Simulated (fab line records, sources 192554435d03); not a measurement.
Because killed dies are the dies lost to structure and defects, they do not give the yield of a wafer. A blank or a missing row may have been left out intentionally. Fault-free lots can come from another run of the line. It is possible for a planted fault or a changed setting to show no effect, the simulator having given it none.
fab line records + flow n5_finfet + part 1 of 2: steps 1 to 4 of 6
[record]
- lots = 24
- wafers = 72
- last_day = 19
route steps=1938 shown BEOL_M1@824 BEOL_M2@855
lots with no fault: from the same line, run without faults
start_h: the number of hours between the record's first day and the start of the first shown wafer of the lot + wait_h: time in hours since the lot's previous step + " as in the row above + L1.1+2: several wafers, shown together as one row + - no value present, or no start provided + * or withheld: withheld + < > ~ a bound
route shown NAME@n: NAME is a module with steps in the file, n the number in the route of the first one + usual: mean and standard deviation over wafers with no fault + same: alike in all rows + chamber/n: place in a boat + sites: each site's reading + _std_site: standard deviation of those values + _edge_site: the outer-site mean with the inner-site mean subtracted + radius_mm: how far each site lies from the wafer's centre + mask NAME#n: copy n + behind: the most recent tool/chamber to have shaped the wafer + hold: what put the lot on hold/how long, in hours/how the hold closed + device: whichever transistor did not switch (one of n, p or np) + end of line: at the end of the route, the tests of the same wafers + step lacking rows: just its recipe + killed: at the first sort, the dies lost to defects and structure; wafer yield is something else + map: a wafer's dies, marking killed ones x, the rest . and places with no die _
set.NAME: setting as actually run; set.NAME@STEP: the setting as run at that earlier step + model.NAME: the simulator's own value behind a step, which no gauge read
steps of the route over a sample of lots; a table a step, a row a wafer
services: from which hour (start_h, from the record's first day; less than 0 if before it) a tool's chamber was out of use, for how many hours, and why
[[steps]]
[step N5_BEOL_M1_SPUTTER_90]
[recipe]
- material = Cu
- target_thk_a = 45
- temp_c = -20
- chamber_pressure_pa = 0.07
- power_w = withheld
- time_s = 8.29
[usual]
- throttle_valve_pct = 29.5/1.3
| lot.wafer | tool           | chamber | start_h | wait_h | throttle_valve_pct |
|-----------|----------------|---------|---------|--------|--------------------|
| L074.1    | pvd_sputter-03 | -       | 130.53  | 0.1    | 31.1               |
| L074.3    | "              | -       | "       | "      | 30.2               |
| L074.5    | "              | -       | "       | "      | 31.0               |
| L075.2    | pvd_sputter-01 | -       | 141.81  | 0.1    | 27.0               |
| L075.4    | "              | -       | "       | "      | 29.9               |
| L075.6    | "              | -       | "       | "      | 30.0               |
| L076.1    | pvd_sputter-03 | -       | 143.25  | 0.1    | 28.9               |
| L076.4    | "              | -       | "       | "      | 30.3               |
| L076.6    | "              | -       | "       | "      | 29.2               |
| L077.1    | pvd_sputter-03 | -       | 145.09  | 0.1    | 28.3               |
| L077.4    | "              | -       | "       | "      | 31.0               |
| L077.6    | "              | -       | "       | "      | 28.7               |
| L078.2    | pvd_sputter-03 | -       | 156.81  | 0.1    | 28.7               |
| L078.4    | "              | -       | "       | "      | 30.3               |
| L078.6    | "              | -       | "       | "      | 28.1               |
| L079.2    | pvd_sputter-01 | -       | 166.79  | 0.1    | 30.2               |
| L079.3    | "              | -       | "       | "      | 30.0               |
| L079.5    | "              | -       | "       | "      | 26.9               |
| L080.1    | pvd_sputter-02 | -       | 170.14  | 0.1    | 29.6               |
| L080.3    | "              | -       | "       | "      | 29.4               |
| L080.5    | "              | -       | "       | "      | 31.6               |
| L081.1    | pvd_sputter-01 | -       | 170.31  | 0.1    | 30.2               |
| L081.2    | "              | -       | "       | "      | 26.8               |
| L081.6    | "              | -       | "       | "      | 27.0               |
| L082.1    | pvd_sputter-03 | -       | 183.21  | 0.1    | 31.0               |
| L082.4    | "              | -       | "       | "      | 30.3               |
| L082.5    | "              | -       | "       | "      | 31.0               |
| L083.2    | pvd_sputter-01 | -       | 184.06  | 0.1    | 27.0               |
| L083.4    | "              | -       | "       | "      | 30.1               |
| L083.6    | "              | -       | "       | "      | 30.2               |
| L084.2    | pvd_sputter-03 | -       | 204.54  | 0.1    | 29.1               |
| L084.5    | "              | -       | "       | "      | 31.2               |
| L084.6    | "              | -       | "       | "      | 28.3               |
| L085.2    | pvd_sputter-02 | -       | 209.57  | 0.1    | 29.5               |
| L085.5    | "              | -       | "       | "      | 29.9               |
| L085.6    | "              | -       | "       | "      | 29.6               |
| L087.2    | pvd_sputter-02 | -       | 214.18  | 0.1    | 29.3               |
| L087.3    | "              | -       | "       | "      | 29.5               |
| L087.6    | "              | -       | "       | "      | 29.4               |
| L086.1    | pvd_sputter-01 | -       | 215.43  | 0.1    | 29.8               |
| L086.3    | "              | -       | "       | "      | 29.9               |
| L086.5    | "              | -       | "       | "      | 30.0               |
| L088.2    | pvd_sputter-01 | -       | 218.51  | 0.1    | 30.1               |
| L088.3    | "              | -       | "       | "      | 27.2               |
| L088.4    | "              | -       | "       | "      | 29.9               |
| L089.1    | pvd_sputter-01 | -       | 221.98  | 0.1    | 30.0               |
| L089.4    | "              | -       | "       | "      | 30.4               |
| L089.6    | "              | -       | "       | "      | 30.2               |
| L090.3    | pvd_sputter-02 | -       | 225.21  | 0.1    | 29.7               |
| L090.4    | "              | -       | "       | "      | 29.9               |
| L090.6    | "              | -       | "       | "      | 29.2               |
| L091.2    | pvd_sputter-01 | -       | 238.93  | 0.1    | 30.0               |
| L091.5    | "              | -       | "       | "      | 30.1               |
| L091.6    | "              | -       | "       | "      | 26.9               |
| L092.3    | pvd_sputter-01 | -       | 241.77  | 0.1    | 30.0               |
| L092.5    | "              | -       | "       | "      | 27.1               |
| L092.6    | "              | -       | "       | "      | 30.5               |
| L093.2    | pvd_sputter-01 | -       | 246.81  | 0.1    | 27.1               |
| L093.3    | "              | -       | "       | "      | 30.0               |
| L093.4    | "              | -       | "       | "      | 30.1               |
| L095.2    | pvd_sputter-02 | -       | 256.25  | 0.1    | 29.4               |
| L095.5    | "              | -       | "       | "      | 29.3               |
| L095.6    | "              | -       | "       | "      | 31.7               |
| L094.3    | pvd_sputter-03 | -       | 256.37  | 0.1    | 28.4               |
| L094.5    | "              | -       | "       | "      | 30.3               |
| L094.6    | "              | -       | "       | "      | 31.1               |
| L096.1    | pvd_sputter-01 | -       | 271.93  | 0.1    | 29.9               |
| L096.2    | "              | -       | "       | "      | 30.3               |
| L096.5    | "              | -       | "       | "      | 30.2               |
| L097.3    | pvd_sputter-03 | -       | 279.15  | 0.1    | 28.5               |
| L097.4    | "              | -       | "       | "      | 30.3               |
| L097.5    | "              | -       | "       | "      | 29.0               |
[step N5_BEOL_M1_RS_MEAS_58]
[recipe]
- thk_meas_gauge = four-point-probe
- reads = Co_of_BEOL_M1_CO_CAP_55+Cu_of_BEOL_M1_ECD_50+Co_of_BEOL_M1_CVD_47+TaN_of_BEOL_M1_ALD_84
[usual]
- M1_RS = 0.66/0.035
| lot.wafer | tool          | chamber | start_h | wait_h | M1_RS[ohm/sq] |
|-----------|---------------|---------|---------|--------|---------------|
| L074.1    | film_metro-01 | -       | 132.33  | 0.0    | 0.66          |
| L074.3    | "             | -       | "       | "      | 0.69          |
| L074.5    | "             | -       | "       | "      | 0.68          |
| L075.2    | film_metro-01 | -       | 143.61  | 0.1    | 0.68          |
| L075.4    | "             | -       | "       | "      | 0.66          |
| L075.6    | "             | -       | "       | "      | 0.60          |
| L076.1    | film_metro-01 | -       | 145.26  | 0.0    | 0.70          |
| L076.4    | "             | -       | "       | "      | 0.62          |
| L076.6    | "             | -       | "       | "      | 0.64          |
| L077.1    | film_metro-01 | -       | 146.80  | 0.0    | 0.63          |
| L077.4    | "             | -       | "       | "      | 0.62          |
| L077.6    | "             | -       | "       | "      | 0.62          |
| L078.2    | film_metro-02 | -       | 158.61  | 0.1    | 0.62          |
| L078.4    | "             | -       | "       | "      | 0.66          |
| L078.6    | "             | -       | "       | "      | 0.60          |
| L079.2    | film_metro-02 | -       | 168.50  | 0.1    | 0.74          |
| L079.3    | "             | -       | "       | "      | 0.65          |
| L079.5    | "             | -       | "       | "      | 0.64          |
| L080.1    | film_metro-02 | -       | 172.13  | 0.0    | 0.64          |
| L080.3    | "             | -       | "       | "      | 0.63          |
| L080.5    | "             | -       | "       | "      | 0.64          |
| L081.1    | film_metro-02 | -       | 172.35  | 0.0    | 0.70          |
| L081.2    | "             | -       | "       | "      | 0.70          |
| L081.6    | "             | -       | "       | "      | 0.64          |
| L082.1    | film_metro-01 | -       | 184.92  | 0.0    | 0.70          |
| L082.4    | "             | -       | "       | "      | 0.69          |
| L082.5    | "             | -       | "       | "      | 0.68          |
| L083.2    | film_metro-01 | -       | 186.01  | 0.1    | 0.64          |
| L083.4    | "             | -       | "       | "      | 0.65          |
| L083.6    | "             | -       | "       | "      | 0.64          |
| L084.2    | film_metro-02 | -       | 206.27  | 0.1    | 0.67          |
| L084.5    | "             | -       | "       | "      | 0.61          |
| L084.6    | "             | -       | "       | "      | 0.64          |
| L085.2    | film_metro-02 | -       | 211.38  | 0.1    | 0.62          |
| L085.5    | "             | -       | "       | "      | 0.64          |
| L085.6    | "             | -       | "       | "      | 0.68          |
| L087.2    | film_metro-02 | -       | 215.89  | 0.1    | 0.62          |
| L087.3    | "             | -       | "       | "      | 0.65          |
| L087.6    | "             | -       | "       | "      | 0.62          |
| L086.1    | film_metro-02 | -       | 217.14  | 0.0    | 0.71          |
| L086.3    | "             | -       | "       | "      | 0.68          |
| L086.5    | "             | -       | "       | "      | 0.66          |
| L088.2    | film_metro-01 | -       | 220.26  | 0.1    | 0.73          |
| L088.3    | "             | -       | "       | "      | 0.65          |
| L088.4    | "             | -       | "       | "      | 0.62          |
| L089.1    | film_metro-01 | -       | 223.73  | 0.1    | 0.67          |
| L089.4    | "             | -       | "       | "      | 0.69          |
| L089.6    | "             | -       | "       | "      | 0.71          |
| L090.3    | film_metro-02 | -       | 226.94  | 0.1    | 0.66          |
| L090.4    | "             | -       | "       | "      | 0.60          |
| L090.6    | "             | -       | "       | "      | 0.64          |
| L091.2    | film_metro-02 | -       | 240.83  | 0.1    | 0.66          |
| L091.5    | "             | -       | "       | "      | 0.67          |
| L091.6    | "             | -       | "       | "      | 0.66          |
| L092.3    | film_metro-01 | -       | 243.53  | 0.1    | 0.68          |
| L092.5    | "             | -       | "       | "      | 0.69          |
| L092.6    | "             | -       | "       | "      | 0.63          |
| L093.2    | film_metro-02 | -       | 248.77  | 0.1    | 0.68          |
| L093.3    | "             | -       | "       | "      | 0.68          |
| L093.4    | "             | -       | "       | "      | 0.63          |
| L095.2    | film_metro-02 | -       | 257.96  | 0.1    | 0.70          |
| L095.5    | "             | -       | "       | "      | 0.63          |
| L095.6    | "             | -       | "       | "      | 0.65          |
| L094.3    | film_metro-01 | -       | 258.08  | 0.1    | 0.74          |
| L094.5    | "             | -       | "       | "      | 0.71          |
| L094.6    | "             | -       | "       | "      | 0.69          |
| L096.1    | film_metro-02 | -       | 273.64  | 0.0    | 0.65          |
| L096.2    | "             | -       | "       | "      | 0.64          |
| L096.5    | "             | -       | "       | "      | 0.62          |
| L097.3    | film_metro-01 | -       | 281.07  | 0.1    | 0.66          |
| L097.4    | "             | -       | "       | "      | 0.64          |
| L097.5    | "             | -       | "       | "      | 0.62          |
[step N5_BEOL_M2_OVL_MEAS_12]
[recipe]
- points_per_wafer = 522
[usual]
- M2_OVL = 0.0/0.63
| lot.wafer | tool       | chamber | start_h | wait_h | M2_OVL[nm] |
|-----------|------------|---------|---------|--------|------------|
| L074.1    | overlay-02 | 0       | 133.24  | 0.0    | 1.2        |
| L074.3    | "          | 0       | "       | "      | -0.1       |
| L074.5    | "          | 0       | "       | "      | 0.9        |
| L075.2    | overlay-01 | 0       | 146.42  | 0.0    | -1.2       |
| L075.4    | "          | 0       | "       | "      | -0.7       |
| L075.6    | "          | 0       | "       | "      | -0.6       |
| L076.1    | overlay-02 | 0       | 146.71  | 0.0    | -0.3       |
| L076.4    | "          | 0       | "       | "      | -0.6       |
| L076.6    | "          | 0       | "       | "      | -0.5       |
| L077.1    | overlay-02 | 0       | 147.79  | 0.0    | 0.3        |
| L077.4    | "          | 0       | "       | "      | -0.4       |
| L077.6    | "          | 0       | "       | "      | -1.3       |
| L078.2    | overlay-02 | 0       | 159.80  | 0.0    | 0.1        |
| L078.4    | "          | 0       | "       | "      | -0.4       |
| L078.6    | "          | 0       | "       | "      | -0.7       |
| L079.2    | overlay-02 | 0       | 171.36  | 0.0    | 0.2        |
| L079.3    | "          | 0       | "       | "      | 0.4        |
| L079.5    | "          | 0       | "       | "      | -0.8       |
| L080.1    | overlay-01 | 0       | 172.82  | 0.0    | 0.6        |
| L080.3    | "          | 0       | "       | "      | 0.5        |
| L080.5    | "          | 0       | "       | "      | 0.1        |
| L081.1    | overlay-01 | 0       | 173.20  | 0.0    | -1.1       |
| L081.2    | "          | 0       | "       | "      | -0.5       |
| L081.6    | "          | 0       | "       | "      | -0.6       |
| L082.1    | overlay-01 | 0       | 186.54  | 0.0    | 0.0        |
| L082.4    | "          | 0       | "       | "      | 0.1        |
| L082.5    | "          | 0       | "       | "      | 0.4        |
| L083.2    | overlay-01 | 0       | 189.76  | 0.0    | 0.4        |
| L083.4    | "          | 0       | "       | "      | -0.2       |
| L083.6    | "          | 0       | "       | "      | 0.2        |
| L084.2    | overlay-02 | 0       | 209.05  | 0.0    | 0.8        |
| L084.5    | "          | 0       | "       | "      | -0.2       |
| L084.6    | "          | 0       | "       | "      | 1.0        |
| L085.2    | overlay-01 | 0       | 212.35  | 0.0    | -1.1       |
| L085.5    | "          | 0       | "       | "      | -1.0       |
| L085.6    | "          | 0       | "       | "      | -0.4       |
| L087.2    | overlay-01 | 0       | 217.13  | 0.0    | -0.4       |
| L087.3    | "          | 0       | "       | "      | -0.2       |
| L087.6    | "          | 0       | "       | "      | 0.1        |
| L086.1    | overlay-02 | 0       | 219.90  | 0.0    | 0.2        |
| L086.3    | "          | 0       | "       | "      | -0.2       |
| L086.5    | "          | 0       | "       | "      | -0.4       |
| L088.2    | overlay-02 | 0       | 220.93  | 0.0    | -0.9       |
| L088.3    | "          | 0       | "       | "      | -0.4       |
| L088.4    | "          | 0       | "       | "      | 0.0        |
| L089.1    | overlay-01 | 0       | 226.60  | 0.0    | 0.2        |
| L089.4    | "          | 0       | "       | "      | -0.4       |
| L089.6    | "          | 0       | "       | "      | 0.0        |
| L090.3    | overlay-01 | 0       | 227.60  | 0.0    | 0.2        |
| L090.4    | "          | 0       | "       | "      | -0.3       |
| L090.6    | "          | 0       | "       | "      | 0.6        |
| L091.2    | overlay-01 | 0       | 244.11  | 0.0    | 0.8        |
| L091.5    | "          | 0       | "       | "      | 0.6        |
| L091.6    | "          | 0       | "       | "      | 1.5        |
| L092.3    | overlay-02 | 0       | 244.89  | 0.0    | 0.4        |
| L092.5    | "          | 0       | "       | "      | 0.9        |
| L092.6    | "          | 0       | "       | "      | -0.3       |
| L093.2    | overlay-01 | 0       | 251.37  | 0.0    | -1.3       |
| L093.3    | "          | 0       | "       | "      | -0.7       |
| L093.4    | "          | 0       | "       | "      | -0.6       |
| L095.2    | overlay-02 | 0       | 259.34  | 0.0    | 0.6        |
| L095.5    | "          | 0       | "       | "      | 0.4        |
| L095.6    | "          | 0       | "       | "      | -0.5       |
| L094.3    | overlay-01 | 0       | 259.39  | 0.0    | 1.2        |
| L094.5    | "          | 0       | "       | "      | 0.5        |
| L094.6    | "          | 0       | "       | "      | 0.7        |
| L096.1    | overlay-01 | 0       | 275.09  | 0.0    | -0.1       |
| L096.2    | "          | 0       | "       | "      | 0.4        |
| L096.5    | "          | 0       | "       | "      | 0.6        |
| L097.3    | overlay-01 | 0       | 283.89  | 0.0    | -0.8       |
| L097.4    | "          | 0       | "       | "      | -0.4       |
| L097.5    | "          | 0       | "       | "      | -0.4       |
[step N5_BEOL_M2_HM_OPEN_17]
[recipe]
- chemistry = Cl2/BCl3
- target_depth_a = 200
- overetch_a = 60
- target = TiN
- mask_material = SOC
- ion_energy_ev = 150
- pressure_mtorr = 10
- icp_w = 1000
- bias_w = 126
- Cl2_flow_sccm = 53.25
- bcl3_flow_sccm = 21.75
- Ar_flow_sccm = 25
[usual]
- bcl3_flow_sccm = 21.77/0.056
- drypump_motor_current_A = 5.9/0.54
- he_backside_leak_sccm = 3.5/0.37
- mfc_cl2_sccm = 53.23/0.18
- oes_ar_750_au = 0.75/0.072
- oes_product_au = 0.65/0.061
- throttle_valve_pct = 22.08/0.21
| lot.wafer | tool         | chamber | start_h | wait_h | bcl3_flow_sccm | drypump_motor_current_A | he_backside_leak_sccm | mfc_cl2_sccm | oes_ar_750_au | oes_product_au | rf_hours_counter_h | throttle_valve_pct |
|-----------|--------------|---------|---------|--------|----------------|-------------------------|-----------------------|--------------|---------------|----------------|--------------------|--------------------|
| L074.1    | rie_metal-02 | 1       | 133.60  | 0.0    | 21.87          | 6.3                     | 3.4                   | 53.22        | 0.81          | 0.72           | 27                 | 21.79              |
| L074.3    | "            | 1       | "       | "      | 21.82          | 6.3                     | 3.3                   | 53.38        | 0.81          | 0.72           | -                  | 21.77              |
| L074.5    | "            | 0       | "       | "      | 21.80          | 6.4                     | 3.6                   | 53.22        | 0.71          | 0.61           | -                  | 22.26              |
| L075.2    | rie_metal-02 | 0       | 146.87  | 0.0    | 21.75          | 6.4                     | 3.5                   | 53.28        | 0.71          | 0.61           | 63                 | 22.25              |
| L075.4    | "            | 1       | "       | "      | 21.85          | 6.3                     | 3.4                   | 53.09        | 0.81          | 0.73           | -                  | 21.78              |
| L075.6    | "            | 0       | "       | "      | 21.77          | 6.5                     | 3.4                   | 53.14        | 0.70          | 0.61           | -                  | 22.26              |
| L076.1    | rie_metal-01 | 1       | 147.11  | 0.0    | 21.80          | 5.6                     | 3.4                   | 52.90        | 0.89          | 0.77           | 8                  | 22.34              |
| L076.4    | "            | 0       | "       | "      | 21.78          | 6.2                     | 3.5                   | 53.36        | 0.77          | 0.65           | -                  | 22.09              |
| L076.6    | "            | 0       | "       | "      | 21.75          | 6.2                     | 3.4                   | 53.05        | 0.77          | 0.65           | -                  | 22.11              |
| L077.1    | rie_metal-03 | 1       | 148.16  | 0.0    | 21.72          | 5.2                     | 3.6                   | 53.47        | 0.63          | 0.58           | 94                 | 22.05              |
| L077.4    | "            | 0       | "       | "      | 21.82          | 5.0                     | 3.8                   | 53.21        | 0.72          | 0.61           | -                  | 21.86              |
| L077.6    | "            | 1       | "       | "      | 21.78          | 5.2                     | 3.5                   | 53.25        | 0.63          | 0.57           | -                  | 22.06              |
| L078.2    | rie_metal-03 | 0       | 160.30  | 0.0    | 21.84          | 4.9                     | 3.7                   | 53.53        | 0.72          | 0.62           | 72                 | 21.85              |
| L078.4    | "            | 1       | "       | "      | 21.81          | 5.2                     | 3.5                   | 53.22        | 0.63          | 0.57           | -                  | 22.07              |
| L078.6    | "            | 0       | "       | "      | 21.79          | 5.0                     | 3.5                   | 53.29        | 0.71          | 0.62           | -                  | 21.84              |
| L079.2    | rie_metal-03 | 0       | 171.70  | 0.0    | 21.75          | 4.9                     | 3.4                   | 53.34        | 0.72          | 0.61           | 73                 | 21.86              |
| L079.3    | "            | 1       | "       | "      | 21.77          | 5.2                     | 3.4                   | 53.06        | 0.63          | 0.57           | -                  | 22.05              |
| L079.5    | "            | 0       | "       | "      | 21.80          | 5.0                     | 5.2                   | 52.87        | 0.71          | 0.61           | -                  | 21.86              |
| L080.1    | rie_metal-01 | 1       | 173.47  | 0.1    | 21.87          | 5.6                     | 3.6                   | 53.50        | 0.89          | 0.76           | 10                 | 22.36              |
| L080.3    | "            | 0       | "       | "      | 21.76          | 6.2                     | 3.4                   | 53.60        | 0.76          | 0.65           | -                  | 22.09              |
| L080.5    | "            | 0       | "       | "      | 21.78          | 6.2                     | 3.4                   | 53.36        | 0.75          | 0.66           | -                  | 22.08              |
| L081.1    | rie_metal-02 | 0       | 173.58  | 0.0    | 21.77          | 6.4                     | 3.6                   | 53.32        | 0.69          | 0.59           | 66                 | 22.29              |
| L081.2    | "            | 1       | "       | "      | 21.72          | 6.3                     | 3.4                   | 53.42        | 0.80          | 0.72           | 31                 | 21.78              |
| L081.6    | "            | 0       | "       | "      | 21.70          | 6.4                     | 3.5                   | 53.09        | 0.70          | 0.60           | -                  | 22.28              |
| L082.1    | rie_metal-01 | 1       | 186.88  | 0.0    | 21.77          | 5.6                     | 3.5                   | 53.26        | 0.87          | 0.75           | 11                 | 22.32              |
| L082.4    | "            | 1       | "       | "      | 21.76          | 5.6                     | 3.3                   | 53.42        | 0.88          | 0.75           | -                  | 22.32              |
| L082.5    | "            | 0       | "       | "      | 21.76          | 6.2                     | 3.3                   | 53.30        | 0.76          | 0.65           | -                  | 22.08              |
| L083.2    | rie_metal-02 | 0       | 190.10  | 0.0    | 21.82          | 6.4                     | 3.6                   | 52.99        | 0.69          | 0.59           | 68                 | 22.29              |
| L083.4    | "            | 0       | "       | "      | 21.75          | 6.4                     | 3.4                   | 52.94        | 0.69          | 0.59           | -                  | 22.30              |
| L083.6    | "            | 0       | "       | "      | 21.73          | 6.4                     | 3.7                   | 52.88        | 0.69          | 0.60           | -                  | 22.26              |
| L084.2    | rie_metal-01 | 1       | 209.40  | 0.0    | 21.89          | 5.6                     | 3.6                   | 52.93        | 0.87          | 0.75           | 12                 | 22.35              |
| L084.5    | "            | 1       | "       | "      | 21.77          | 5.6                     | 3.5                   | 53.02        | 0.87          | 0.74           | -                  | 22.36              |
| L084.6    | "            | 0       | "       | "      | 21.79          | 6.2                     | 3.6                   | 53.41        | 0.76          | 0.65           | -                  | 22.10              |
| L085.2    | rie_metal-01 | 0       | 212.69  | 0.0    | 21.70          | 6.2                     | 3.5                   | 53.06        | 0.75          | 0.65           | 52                 | 22.08              |
| L085.5    | "            | 1       | "       | "      | 21.84          | 5.6                     | 3.6                   | 53.05        | 0.87          | 0.75           | -                  | 22.35              |
| L085.6    | "            | 0       | "       | "      | 21.66          | 6.2                     | 3.3                   | 53.34        | 0.76          | 0.64           | -                  | 22.09              |
| L087.2    | rie_metal-03 | 0       | 217.68  | 0.0    | 21.68          | 5.0                     | 3.8                   | 53.06        | 0.70          | 0.61           | 77                 | 21.85              |
| L087.3    | "            | 1       | "       | "      | 21.81          | 5.2                     | 3.6                   | 53.34        | 0.62          | 0.55           | -                  | 22.08              |
| L087.6    | "            | 0       | "       | "      | 21.79          | 4.9                     | 3.6                   | 53.06        | 0.70          | 0.60           | -                  | 21.87              |
| L086.1    | rie_metal-02 | 1       | 220.91  | 0.0    | 21.77          | 6.3                     | 3.4                   | 53.22        | 0.79          | 0.70           | 36                 | 21.80              |
| L086.3    | "            | 1       | "       | "      | 21.78          | 6.3                     | 3.4                   | 53.41        | 0.79          | 0.70           | -                  | 21.80              |
| L086.5    | "            | 1       | "       | "      | 21.79          | 6.3                     | 3.3                   | 53.42        | 0.79          | 0.70           | -                  | 21.79              |
| L088.2    | rie_metal-01 | 0       | 221.41  | 0.0    | 21.74          | 6.2                     | 3.3                   | 52.95        | 0.75          | 0.64           | 53                 | 22.08              |
| L088.3    | "            | 1       | "       | "      | 21.76          | 5.6                     | 3.2                   | 53.14        | 0.86          | 0.74           | -                  | 22.35              |
| L088.4    | "            | 0       | "       | "      | 21.76          | 6.2                     | 3.5                   | 52.85        | 0.76          | 0.64           | -                  | 22.11              |
| L089.1    | rie_metal-02 | 1       | 226.95  | 0.0    | 21.72          | 6.3                     | 3.4                   | 53.14        | 0.78          | 0.70           | 36                 | 21.81              |
| L089.4    | "            | 1       | "       | "      | 21.74          | 6.3                     | 3.4                   | 53.55        | 0.78          | 0.69           | -                  | 21.83              |
| L089.6    | "            | 1       | "       | "      | 21.74          | 6.3                     | 3.4                   | 53.22        | 0.78          | 0.69           | -                  | 21.82              |
| L090.3    | rie_metal-02 | 0       | 227.97  | 0.1    | 21.81          | 6.4                     | 3.4                   | 53.19        | 0.69          | 0.60           | -                  | 22.28              |
| L090.4    | "            | 1       | "       | "      | 21.69          | 6.3                     | 3.4                   | 53.31        | 0.79          | 0.69           | -                  | 21.81              |
| L090.6    | "            | 1       | "       | "      | 21.74          | 6.3                     | 3.3                   | 53.04        | 0.79          | 0.70           | -                  | 21.80              |
| L091.2    | rie_metal-03 | 0       | 244.69  | 0.1    | 21.70          | 5.0                     | 3.4                   | 53.16        | 0.70          | 0.60           | -                  | 21.89              |
| L091.5    | "            | 0       | "       | "      | 21.74          | 5.0                     | 3.5                   | 53.21        | 0.70          | 0.60           | -                  | 21.86              |
| L091.6    | "            | 0       | "       | "      | 21.83          | 5.0                     | 3.4                   | 53.17        | 0.70          | 0.60           | -                  | 21.88              |
| L092.3    | rie_metal-02 | 1       | 245.33  | 0.1    | 21.69          | 6.3                     | 3.2                   | 52.89        | 0.78          | 0.69           | -                  | 21.82              |
| L092.5    | "            | 0       | "       | "      | 21.79          | 6.5                     | 3.6                   | 53.22        | 0.68          | 0.60           | -                  | 22.30              |
| L092.6    | "            | 1       | "       | "      | 21.73          | 6.3                     | 3.2                   | 53.08        | 0.78          | 0.70           | -                  | 21.81              |
| L093.2    | rie_metal-02 | 0       | 251.76  | 0.0    | 21.76          | 6.4                     | 3.6                   | 53.30        | 0.68          | 0.59           | 73                 | 22.29              |
| L093.3    | "            | 1       | "       | "      | 21.75          | 6.3                     | 3.3                   | 53.02        | 0.78          | 0.68           | -                  | 21.81              |
| L093.4    | "            | 0       | "       | "      | 21.83          | 6.4                     | 3.6                   | 53.65        | 0.69          | 0.58           | -                  | 22.30              |
| L095.2    | rie_metal-02 | 0       | 259.68  | 0.0    | 21.74          | 6.4                     | 3.7                   | 53.08        | 0.68          | 0.59           | 74                 | 22.30              |
| L095.5    | "            | 0       | "       | "      | 21.83          | 6.4                     | 3.6                   | 53.07        | 0.68          | 0.59           | -                  | 22.28              |
| L095.6    | "            | 1       | "       | "      | 21.87          | 6.3                     | 3.3                   | 53.21        | 0.78          | 0.69           | -                  | 21.82              |
| L094.3    | rie_metal-01 | 1       | 259.75  | 0.1    | 21.78          | 5.6                     | 3.2                   | 53.60        | 0.85          | 0.74           | -                  | 22.35              |
| L094.5    | "            | 1       | "       | "      | 21.76          | 5.6                     | 3.2                   | 53.50        | 0.85          | 0.73           | -                  | 22.36              |
| L094.6    | "            | 0       | "       | "      | 21.74          | 6.2                     | 3.5                   | 53.49        | 0.74          | 0.64           | -                  | 22.10              |
| L096.1    | rie_metal-01 | 0       | 275.58  | 0.0    | 21.76          | 6.2                     | 3.2                   | 53.11        | 0.75          | 0.63           | 57                 | 22.10              |
| L096.2    | "            | 1       | "       | "      | 21.70          | 5.6                     | 3.2                   | 53.24        | 0.85          | 0.73           | 17                 | 22.36              |
| L096.5    | "            | 0       | "       | "      | 21.74          | 6.2                     | 3.6                   | 53.22        | 0.74          | 0.64           | -                  | 22.10              |
| L097.3    | rie_metal-02 | 0       | 284.25  | 0.1    | 21.76          | 6.4                     | 3.8                   | 53.35        | 0.68          | 0.58           | -                  | 22.30              |
| L097.4    | "            | 1       | "       | "      | 21.93          | 6.3                     | 3.2                   | 53.18        | 0.77          | 0.67           | -                  | 21.83              |
| L097.5    | "            | 1       | "       | "      | 21.90          | 6.3                     | 3.3                   | 53.16        | 0.77          | 0.68           | -                  | 21.82              |
